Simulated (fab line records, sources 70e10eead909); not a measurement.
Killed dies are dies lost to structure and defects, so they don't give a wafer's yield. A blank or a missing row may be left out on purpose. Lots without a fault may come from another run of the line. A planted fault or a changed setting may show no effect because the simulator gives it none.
Which tool did it? | flow nand_harc | 11 lots, 33 wafers sampled, at 6 steps of a route of 1159

WHAT THE GAUGES READ, wafer by wafer
NHARC_A_M1_CD_MEAS_09: target cd 120 nm. Usual: cd_nm 120.0 nm, standard deviation 0.61.
lot  | measured     | on        | cd_nm (nm)        | flag
L984 | day 18 08:37 | cd_sem-01 | 119.5 119.5 119.0 |
L989 | day 18 20:08 | cd_sem-03 | 119.0 119.7 119.9 |
L990 | day 19 03:35 | cd_sem-01 | 119.2 119.2 120.2 |
L993 | day 20 04:27 | cd_sem-02 | 121.0 120.5 119.9 |
L992 | day 20 10:16 | cd_sem-03 | 119.8 119.8 119.3 |
L996 | day 20 21:44 | cd_sem-02 | 120.3 119.9 121.2 |
L100 | day 21 23:54 | cd_sem-03 | 114.0 114.4 114.6 | OFF
L102 | day 22 01:53 | cd_sem-03 | 121.1 120.2 119.8 |
L101 | day 22 02:32 | cd_sem-02 | 119.8 120.8 119.7 |
L105 | day 23 00:20 | cd_sem-01 | 116.6 116.2 116.9 | OFF
L104 | day 23 07:28 | cd_sem-01 | 116.4 116.4 116.2 | OFF

NHARC_A_M1_INSPECT_11. Usual: raw_defect_count 31, standard deviation 14.
lot  | measured     | on                | raw_defect_count | flag
L984 | day 18 08:45 | defect_inspect-01 | 5 12 2           |
L989 | day 18 20:16 | defect_inspect-02 | 14 11 13         |
L990 | day 19 03:43 | defect_inspect-01 | 19 15 21         |
L993 | day 20 04:34 | defect_inspect-02 | 38 36 52         |
L992 | day 20 10:23 | defect_inspect-01 | 39 35 57         |
L996 | day 20 21:52 | defect_inspect-02 | 27 32 38         |
L100 | day 22 00:02 | defect_inspect-01 | 28 39 35         |
L102 | day 22 02:01 | defect_inspect-01 | 21 19 22         |
L101 | day 22 02:39 | defect_inspect-02 | 24 48 43         |
L105 | day 23 00:28 | defect_inspect-01 | 35 34 44         |
L104 | day 23 07:35 | defect_inspect-02 | 45 40 47         |

NHARC_END_SORT_01. Usual: defect_limited_yield 95.1 %, standard deviation 1.8; killed_at_array 29, standard deviation 11; killed_at_other 0.5, standard deviation 0.8; killed_at_periphery 3.5, standard deviation 2.8; killed_dies 33, standard deviation 12; killed_open 3.1, standard deviation 1.8; killed_short 1.8, standard deviation 1.4; sort_bin_2_pct 1.5 %, standard deviation 0.65; sort_bin_3_pct 0.24 %, standard deviation 0.21; sort_bin_4_pct 3.1 %, standard deviation 1.2; sort_n_pass 644, standard deviation 12; sort_rim_yield_pct 97.5 %, standard deviation 1.9; sort_yield_pct 95.1 %, standard deviation 1.8.
lot  | measured     | on        | defect_limited_yield (%) | killed_at_array | killed_at_other | killed_at_periphery | killed_dies | killed_open | killed_short | sort_bin_2_pct (%) | sort_bin_3_pct (%) | sort_bin_4_pct (%) | sort_n_pass | sort_rim_yield_pct (%) | sort_yield_pct (%) | flag
L990 | day 21 14:41 | prober-02 | 96.5 96.8 95.3           | 22 16 23        | 2 3 2           | 0 3 7               | 24 22 32    | 5 5 5       | 2 2 2        | 0.7 0.7 1.6        | 0 0 0.44           | 2.8 2.5 2.7        | 653 655 645 | 98.1 99.1 95.3         | 96.5 96.8 95.3     |
L992 | day 21 22:52 | prober-02 | 92.6 94.4 92.0           | 40 35 46        | 0 0 0           | 10 3 8              | 50 38 54    | 1 1 1       | 3 1 1        | 2.1 1.8 2.7        | 0.15 0.30 0.15     | 5.2 3.5 5.2        | 627 639 623 | 96.2 95.3 97.2         | 92.6 94.4 92.0     |
L996 | day 22 09:09 | prober-02 | 95.6 95.1 94.7           | 25 33 35        | 1 0 0           | 4 0 1               | 30 33 36    | 6 3 3       | 3 2 2        | 1.0 1.9 1.8        | 0.30 0.15 0.59     | 3.1 2.8 3.0        | 647 644 641 | 98.1 99.1 91.5         | 95.6 95.1 94.7     |

WHICH TOOL RAN EACH LOT (tool, then ch and the chambers of the sampled wafers, then the start)
lot  | NHARC_A_M0_DEGAS_28          | NHARC_A_M1_EXPOSE_06               | NHARC_A_M1_ETCH_35
L984 | pvd_sputter-01, day 18 05:41 | arfi_scanner-03 ch 0, day 18 08:29 | rie_diel-04 ch 0,1,3, day 18 08:54
L989 | pvd_sputter-01, day 18 16:56 | arfi_scanner-03 ch 0, day 18 20:00 | rie_diel-08 ch 1,3, day 18 20:25
L990 | pvd_sputter-03, day 19 00:35 | arfi_scanner-03 ch 0, day 19 03:28 | rie_diel-04 ch 1,2,3, day 19 03:52
L993 | pvd_sputter-03, day 20 01:30 | arfi_scanner-01 ch 0, day 20 04:19 | rie_diel-08 ch 0,1, day 20 04:43
L992 | pvd_sputter-01, day 20 07:16 | arfi_scanner-02 ch 0, day 20 10:07 | rie_diel-07 ch 0,1,3, day 20 10:32
L996 | pvd_sputter-01, day 20 17:47 | arfi_scanner-02 ch 0, day 20 21:35 | rie_diel-07 ch 0,2,3, day 20 22:01
L100 | pvd_sputter-03, day 21 21:02 | arfi_scanner-02 ch 0, day 21 23:46 | rie_diel-08 ch 0,1, day 22 00:11
L102 | pvd_sputter-01, day 21 22:56 | arfi_scanner-03 ch 0, day 22 01:45 | rie_diel-04 ch 1,2, day 22 02:11
L101 | pvd_sputter-03, day 21 23:02 | arfi_scanner-03 ch 0, day 22 02:24 | rie_diel-04 ch 0,1,3, day 22 02:49
L105 | pvd_sputter-02, day 22 21:20 | arfi_scanner-02 ch 0, day 23 00:11 | rie_diel-07 ch 0,1,2, day 23 00:36
L104 | pvd_sputter-02, day 23 04:31 | arfi_scanner-02 ch 0, day 23 07:19 | rie_diel-04 ch 0,1,3, day 23 07:43
- NHARC_A_M0_DEGAS_28: time 60 s.
- NHARC_A_M1_EXPOSE_06: exposes mask A M1, target cd 120 nm.
- NHARC_A_M1_ETCH_35: etches the open film in N2/H2, target depth 40 nm, overetch 12 nm, time 43.94 s.

WHAT THE TOOLS THEMSELVES READ (means of the sampled wafers that have a number; where no wafer has one, the mark that the record gives instead)
NHARC_A_M0_DEGAS_28. Usual: heater_power_w 323 W, standard deviation 31; susceptor_temp_C 249.98 C, standard deviation 0.17.
lot  | tool           | heater_power_w (W) | susceptor_temp_C (C) | flag
L984 | pvd_sputter-01 | 305                | 249.90               |
L989 | pvd_sputter-01 | 322                | 250.05               |
L990 | pvd_sputter-03 | 317                | 249.86               |
L993 | pvd_sputter-03 | 308                | 250.01               |
L992 | pvd_sputter-01 | 331                | 250.18               |
L996 | pvd_sputter-01 | 340                | 249.98               |
L100 | pvd_sputter-03 | 311                | 250.02               |
L102 | pvd_sputter-01 | 325                | 250.01               |
L101 | pvd_sputter-03 | 311                | 250.00               |
L105 | pvd_sputter-02 | 367                | -                    | OFF
L104 | pvd_sputter-02 | 339                | 249.90               |

NHARC_A_M1_EXPOSE_06. Usual: exposure_dose_mJ_cm2 75.13, standard deviation 0.086.
lot  | tool            | exposure_dose_mJ_cm2 | flag
L984 | arfi_scanner-03 | 75.20                |
L989 | arfi_scanner-03 | 75.06                |
L990 | arfi_scanner-03 | 75.08                |
L993 | arfi_scanner-01 | 75.22                |
L992 | arfi_scanner-02 | 75.28                |
L996 | arfi_scanner-02 | 75.04                |
L100 | arfi_scanner-02 | 68.67                | OFF
L102 | arfi_scanner-03 | 75.10                |
L101 | arfi_scanner-03 | 75.16                |
L105 | arfi_scanner-02 | 69.81                | OFF
L104 | arfi_scanner-02 | 70.89                | OFF

NHARC_A_M1_ETCH_35. Usual: drypump_motor_current_A 5.7 A, standard deviation 0.48; oes_product_au 0.996 a.u., standard deviation 0.0087; rf_vpp_V 432.1 V, standard deviation 1.9; showerhead_plenum_p_Torr 2.10 Torr, standard deviation 0.062; throttle_valve_pct 14.172 %, standard deviation 0.008.
lot  | tool        | drypump_motor_current_A (A) | oes_product_au (a.u.) | rf_vpp_V (V) | showerhead_plenum_p_Torr (Torr) | throttle_valve_pct (%) | flag
L984 | rie_diel-04 | 5.9                         | 0.994                 | 430.7        | 2.05                            | 14.173                 |
L989 | rie_diel-08 | 6.1                         | 0.992                 | 431.6        | 2.09                            | 14.170                 |
L990 | rie_diel-04 | 5.5                         | 0.985                 | 433.0        | 2.11                            | 14.170                 |
L993 | rie_diel-08 | 5.7                         | 0.988                 | 432.2        | 2.14                            | 14.173                 |
L992 | rie_diel-07 | 5.6                         | 1.001                 | 431.7        | 2.09                            | 14.180                 |
L996 | rie_diel-07 | 5.8                         | 1.003                 | 431.5        | 2.06                            | 14.174                 |
L100 | rie_diel-08 | 5.6                         | 1.002                 | 434.3        | 2.16                            | 14.168                 |
L102 | rie_diel-04 | 5.4                         | 1.001                 | 432.9        | 2.10                            | 14.173                 |
L101 | rie_diel-04 | 5.9                         | 0.986                 | 430.5        | 2.05                            | 14.176                 |
L105 | rie_diel-07 | 5.4                         | 0.997                 | 432.6        | 2.11                            | 14.172                 |
L104 | rie_diel-04 | 5.9                         | 0.997                 | 430.8        | 2.05                            | 14.166                 |

THE ANSWER, worked out from the rows above alone
Rule: a lot is off if the mean of its wafers that have a number lies more than 3 standard deviations from the usual mean. A lot without any number at a reading at which 4 lots or more have one is off too. The other lots that the step has rows for count as sound. The gauges are gone through in route order, then the tools' own readings, and for those a lot's mean is taken as printed above. The first step at which some lot is off is used, and at that step the reading that is off furthest; a lot without a number counts as furthest.
Off: L100, L105, L104, at NHARC_A_M1_CD_MEAS_09 (cd_nm).
A tool fits if, at a process step before that reading, it ran every lot that is off, and no sound lot after the first of them. The gauges at NHARC_A_M1_CD_MEAS_09 aren't tried: what is off there is off at NHARC_A_M1_EXPOSE_06 too, on other tools, and a gauge's error can't cause that. One fits: arfi_scanner-02 at NHARC_A_M1_EXPOSE_06. Its last sound lot is L996 (day 20 21:35), its first lot that is off L100 (day 21 23:46): a fault that began between those two fits.
The tool's own readings at NHARC_A_M1_EXPOSE_06 bear it out: on the lots that are off they differ by more than 5 times the standard deviation of the sound lots' means. exposure_dose_mJ_cm2 reads 69.79 there against 75.14 on the sound lots.

WHAT THE SIMULATOR HAD PUT IN
Process parameter drift: arfi_scanner-02, from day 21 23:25 on, at NHARC_A_M1_EXPOSE_06. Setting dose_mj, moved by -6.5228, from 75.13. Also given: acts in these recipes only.
Lots struck among those shown: L100, L105, L104. The rule above found the same.
